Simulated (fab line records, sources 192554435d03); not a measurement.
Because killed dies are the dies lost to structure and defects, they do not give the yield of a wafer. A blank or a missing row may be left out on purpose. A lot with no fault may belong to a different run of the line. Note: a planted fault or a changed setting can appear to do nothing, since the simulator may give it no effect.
Matching of chambers :: flow n5Finfet :: N5_BEOL_M15_DEP_53 on pecvd-01: 3 sister chambers
The step deposits SiCN from 3MS/NH3, target thk 50 nm, time 17.8 s. 6 wafers are shown with their chamber, then 10 later ones without.

## WAFERS, EACH WITH ITS CHAMBER
wafer: L079.5
chamber: 1
throttleValvePct (%): 16.7
showerheadVppV (V): 1470

wafer: L086.2
chamber: 1
throttleValvePct (%): 16.7
showerheadVppV (V): 1483

wafer: L086.3
chamber: 0
throttleValvePct (%): 19.3
showerheadVppV (V): 1700

wafer: L086.4
chamber: 2
throttleValvePct (%): 17.3
showerheadVppV (V): 1587

wafer: L084.1
chamber: 2
throttleValvePct (%): 17.4
showerheadVppV (V): 1577

wafer: L084.4
chamber: 0
throttleValvePct (%): 19.5
showerheadVppV (V): 1688

## WAFERS MISSING THEIR CHAMBER
wafer: L084.5
throttleValvePct (%): 16.7
showerheadVppV (V): 1460

wafer: L096.1
throttleValvePct (%): 16.8
showerheadVppV (V): 1528

wafer: L096.2
throttleValvePct (%): 17.6
showerheadVppV (V): 1603

wafer: L096.5
throttleValvePct (%): 19.5
showerheadVppV (V): 1724

wafer: L092.2
throttleValvePct (%): 16.9
showerheadVppV (V): 1494

wafer: L092.3
throttleValvePct (%): 17.6
showerheadVppV (V): 1606

wafer: L092.5
throttleValvePct (%): 16.6
showerheadVppV (V): 1477

wafer: L094.2
throttleValvePct (%): 16.9
showerheadVppV (V): 1485

wafer: L094.3
throttleValvePct (%): 17.5
showerheadVppV (V): 1581

wafer: L094.4
throttleValvePct (%): 17.0
showerheadVppV (V): 1494

## EACH ONE'S CHAMBER
wafer: L084.5
from the rows above: 1
in truth: 1

wafer: L096.1
from the rows above: 1
in truth: 1

wafer: L096.2
from the rows above: 2
in truth: 2

wafer: L096.5
from the rows above: 0
in truth: 0

wafer: L092.2
from the rows above: 1
in truth: 1

wafer: L092.3
from the rows above: 2
in truth: 2

wafer: L092.5
from the rows above: 1
in truth: 1

wafer: L094.2
from the rows above: 1
in truth: 1

wafer: L094.3
from the rows above: 2
in truth: 2

wafer: L094.4
from the rows above: 1
in truth: 1
Correctly placed: 10 of 10. Can't be placed from these rows: 0. Wrongly placed: 0.
How it was worked out, from the rows above alone: a wafer's distance from a chamber is the root of the sum, over the readings, of the square of ((its reading less the chamber's mean) divided by the reading's scatter). The wafer belongs to the nearest chamber; if the next one is less than 2 further off, it can't be placed. A chamber's mean is the mean of its shown wafers. The scatter: the root of (the sum of the squares of (reading less its chamber's mean) over the shown wafers, divided by (wafers less chambers)).
